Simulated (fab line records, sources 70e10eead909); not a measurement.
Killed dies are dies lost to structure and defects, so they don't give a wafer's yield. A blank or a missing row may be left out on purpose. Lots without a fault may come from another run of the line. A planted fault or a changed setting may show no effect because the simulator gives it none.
Which tool did it? | flow nand_harc | 11 lots, 33 wafers sampled, at 6 steps of a route of 1159

WHAT THE GAUGES READ, wafer by wafer
NHARC_P_M1_THK_MEAS_24: measures by xrf.
lot  | measured     | on            | thk_nm (nm)
L490 | day 6 01:36  | film_metro-01 | 157.9 157.8 159.8
L493 | day 6 18:03  | film_metro-02 | 157.5 159.0 158.3
L492 | day 6 18:35  | film_metro-01 | 161.7 159.8 160.0
L494 | day 6 20:24  | film_metro-01 | 159.0 158.5 159.6
L498 | day 8 07:10  | film_metro-01 | 157.2 156.6 156.9
L499 | day 8 12:02  | film_metro-01 | 156.7 160.0 157.2
L502 | day 9 14:53  | film_metro-02 | 158.2 158.4 157.0
L504 | day 9 22:22  | film_metro-01 | 156.7 157.2 157.3
L511 | day 11 08:17 | film_metro-02 | 406.5 408.2 397.1
L512 | day 11 09:22 | film_metro-01 | 394.1 393.1 396.3
L513 | day 11 19:26 | film_metro-01 | 157.9 157.3 157.7

NHARC_END_SORT_01.
lot  | measured     | on        | defect_limited_yield (%) | killed_at_array | killed_at_other | killed_at_periphery | killed_dies | killed_open | killed_short | sort_bin_2_pct (%) | sort_bin_3_pct (%) | sort_bin_4_pct (%) | sort_n_pass | sort_rim_yield_pct (%) | sort_yield_pct (%)
L511 | day 24 23:45 | prober-02 | 0 0 0                    | 35 24 34        | 0 0 0           | 642 653 643         | 677 677 677 | 2 3 3       | 1 0 1        | 96.6 97.2 95.9     | 0.30 0 0.15        | 3.1 2.8 4.0        | 0 0 0       | 0 0 0                  | 0 0 0
L512 | day 24 12:17 | prober-02 | 0 0 0                    | 21 22 25        | 0 0 0           | 656 655 652         | 677 677 677 | 3 2 7       | 1 6 3        | 97.3 97.6 96.9     | 0.44 0 0.15        | 2.2 2.4 3.0        | 0 0 0       | 0 0 0                  | 0 0 0

WHICH TOOL RAN EACH LOT (tool, then ch and the chambers of the sampled wafers, then the start)
lot  | NHARC_P_M0_ANNEAL_30             | NHARC_P_M1_ETCH_15                            | NHARC_P_M1_ANNEAL_31             | NHARC_P_M1_CMP_23
L490 | rtp_anneal-01 ch 0, day 5 19:55  | rie_diel-03 ch 0,1,2, day 6 00:55 or earlier  | rtp_anneal-02 ch 0, day 6 00:55  | cmp-01 ch 0,1,3, day 6 01:19
L493 | rtp_anneal-01 ch 0, day 6 13:12  | rie_diel-03 ch 1,3, day 6 17:27 or earlier    | rtp_anneal-02 ch 0, day 6 17:27  | cmp-03 ch 0,1,2, day 6 17:46
L492 | rtp_anneal-01 ch 0, day 6 13:36  | rie_diel-03 ch 0,3, day 6 17:59 or earlier    | rtp_anneal-01 ch 0, day 6 17:59  | cmp-01 ch 0,1, day 6 18:17
L494 | rtp_anneal-01 ch 0, day 6 15:32  | rie_diel-11 ch 1,2,3, day 6 19:44 or earlier  | rtp_anneal-01 ch 0, day 6 19:44  | cmp-01 ch 0,1,3, day 6 20:05
L498 | rtp_anneal-01 ch 0, day 8 02:23  | rie_diel-03 ch 0,1,3, day 8 06:33 or earlier  | rtp_anneal-02 ch 0, day 8 06:33  | cmp-02 ch 0,1,3, day 8 06:52
L499 | rtp_anneal-02 ch 0, day 8 07:14  | rie_diel-03 ch 0,1,2, day 8 11:23 or earlier  | rtp_anneal-01 ch 0, day 8 11:23  | cmp-02 ch 0,1,3, day 8 11:44
L502 | rtp_anneal-01 ch 0, day 9 10:12  | rie_diel-10 ch 0,3, day 9 14:14 or earlier    | rtp_anneal-02 ch 0, day 9 14:14  | cmp-02 ch 1,3, day 9 14:37
L504 | rtp_anneal-01 ch 0, day 9 17:33  | rie_diel-11 ch 0,1,3, day 9 21:43 or earlier  | rtp_anneal-01 ch 0, day 9 21:43  | cmp-03 ch 0,3, day 9 22:04
L511 | rtp_anneal-01 ch 0, day 11 03:23 | rie_diel-10 ch 1,2,3, day 11 07:37 or earlier | rtp_anneal-01 ch 0, day 11 07:37 | cmp-01 ch 0,2,3, day 11 07:58
L512 | rtp_anneal-02 ch 0, day 11 04:16 | rie_diel-10 ch 1,2,3, day 11 08:43 or earlier | rtp_anneal-01 ch 0, day 11 08:43 | cmp-03 ch 0,1,3, day 11 09:07
L513 | rtp_anneal-02 ch 0, day 11 14:02 | rie_diel-03 ch 1,3, day 11 18:49 or earlier   | rtp_anneal-02 ch 0, day 11 18:49 | cmp-02 ch 0,3, day 11 19:07
- NHARC_P_M0_ANNEAL_30: time 90 s.
- NHARC_P_M1_ETCH_15: etches the open film in C4F8/Ar, target depth 182.5 nm, time 91.2 s.
- NHARC_P_M1_ANNEAL_31: time 90 s.
- NHARC_P_M1_CMP_23: polishes, t overpolish 20 s, target thk 157.82 nm.

WHAT THE TOOLS THEMSELVES READ (means of the sampled wafers that have a number; where no wafer has one, the mark that the record gives instead)
NHARC_P_M0_ANNEAL_30.
lot  | tool          | anneal_temp_c_max | wafer_temp_C_max
L490 | rtp_anneal-01 | 226.27            | 225.76
L493 | rtp_anneal-01 | 226.33            | 226.14
L492 | rtp_anneal-01 | 225.99            | 225.99
L494 | rtp_anneal-01 | 226.16            | 226.18
L498 | rtp_anneal-01 | 226.13            | 225.97
L499 | rtp_anneal-02 | 225.77            | 225.41
L502 | rtp_anneal-01 | 226.02            | 225.84
L504 | rtp_anneal-01 | 225.94            | 225.95
L511 | rtp_anneal-01 | 226.33            | 225.87
L512 | rtp_anneal-02 | 226.40            | 225.49
L513 | rtp_anneal-02 | 226.24            | 225.49

NHARC_P_M1_ETCH_15.
lot  | tool        | oes_product_au (a.u.) | rf_vpp_V (V)
L490 | rie_diel-03 | 0.962                 | 442.4
L493 | rie_diel-03 | 0.946                 | 444.3
L492 | rie_diel-03 | 0.950                 | 442.3
L494 | rie_diel-11 | 0.989                 | 441.9
L498 | rie_diel-03 | 0.949                 | 442.0
L499 | rie_diel-03 | 0.969                 | 442.0
L502 | rie_diel-10 | 0.969                 | 440.5
L504 | rie_diel-11 | 0.949                 | 440.5
L511 | rie_diel-10 | 0.971                 | 444.7
L512 | rie_diel-10 | 0.975                 | 443.9
L513 | rie_diel-03 | 0.954                 | 443.8

NHARC_P_M1_ANNEAL_31.
lot  | tool          | anneal_temp_c_max | wafer_temp_C_max
L490 | rtp_anneal-02 | 226.06            | 225.58
L493 | rtp_anneal-02 | 225.75            | 225.53
L492 | rtp_anneal-01 | 226.30            | 225.98
L494 | rtp_anneal-01 | 226.19            | 225.82
L498 | rtp_anneal-02 | 226.33            | 225.72
L499 | rtp_anneal-01 | 226.54            | 226.01
L502 | rtp_anneal-02 | 225.76            | 225.43
L504 | rtp_anneal-01 | 226.16            | 226.09
L511 | rtp_anneal-01 | 226.10            | 226.17
L512 | rtp_anneal-01 | 226.18            | 226.10
L513 | rtp_anneal-02 | 226.09            | 225.62

NHARC_P_M1_CMP_23.
lot  | tool   | edge_zone_pressure_frac | motor_current_A (A) | retaining_ring_pressure_frac | slurry_flow_ml_min | time_to_endpoint_s (s)
L490 | cmp-01 | 0.998                   | 11.4                | 0.996                        | 149.7              | 30.1
L493 | cmp-03 | 1.000                   | 14.3                | 1.004                        | 149.7              | 28.1
L492 | cmp-01 | 1.002                   | 11.7                | 1.003                        | 150.1              | 30.8
L494 | cmp-01 | 0.998                   | 11.4                | 1.003                        | 150.2              | 31.5
L498 | cmp-02 | 0.997                   | 11.6                | 1.003                        | 150.0              | 27.1
L499 | cmp-02 | 1.000                   | 11.5                | 1.000                        | 150.2              | 29.6
L502 | cmp-02 | 1.004                   | 12.5                | 1.006                        | 150.1              | 26.8
L504 | cmp-03 | 0.999                   | 13.2                | 0.999                        | 149.5              | 28.0
L511 | cmp-01 | -                       | -                   | -                            | -                  | -
L512 | cmp-03 | -                       | -                   | -                            | -                  | -
L513 | cmp-02 | 1.007                   | 11.3                | 1.005                        | 150.2              | 27.4

THE ANSWER, worked out from the rows above alone
Rule: what is usual is taken from the lots themselves. Put in order of their means at a reading, lots are off if they are a third of the lots or fewer, leave a main group of 4 or more, and stand apart from it by a gap of 3 or more times the standard deviation of the main group's means; of several such gaps the widest counts. A main group whose means are all the same, to the digits that the tables above print for the reading, isn't used. A lot without any number at a reading at which 4 lots or more have one is off too. The other lots that the step has rows for count as sound. The gauges are gone through in route order, then the tools' own readings, and for those a lot's mean is taken as printed above. The first step at which some lot is off is used, and at that step the reading that is off furthest; a lot without a number counts as furthest.
Off: L511, L512, at NHARC_P_M1_THK_MEAS_24 (thk_nm). The main group: mean 158.2 nm, standard deviation 1.
A tool fits if, at a process step before that reading, it ran every lot that is off, and no sound lot after the first of them. The gauges at NHARC_P_M1_THK_MEAS_24 aren't tried: what is off there is off at NHARC_P_M1_CMP_23 too, on other tools, and a gauge's error can't cause that. NHARC_P_M1_ETCH_15 gives no start for some lots, so the hours and the order of its lots are those of NHARC_P_M1_ANNEAL_31. Can't be told from this: 2 tools fit, rie_diel-10 at NHARC_P_M1_ETCH_15, rtp_anneal-01 at NHARC_P_M1_ANNEAL_31.

WHAT THE SIMULATOR HAD PUT IN
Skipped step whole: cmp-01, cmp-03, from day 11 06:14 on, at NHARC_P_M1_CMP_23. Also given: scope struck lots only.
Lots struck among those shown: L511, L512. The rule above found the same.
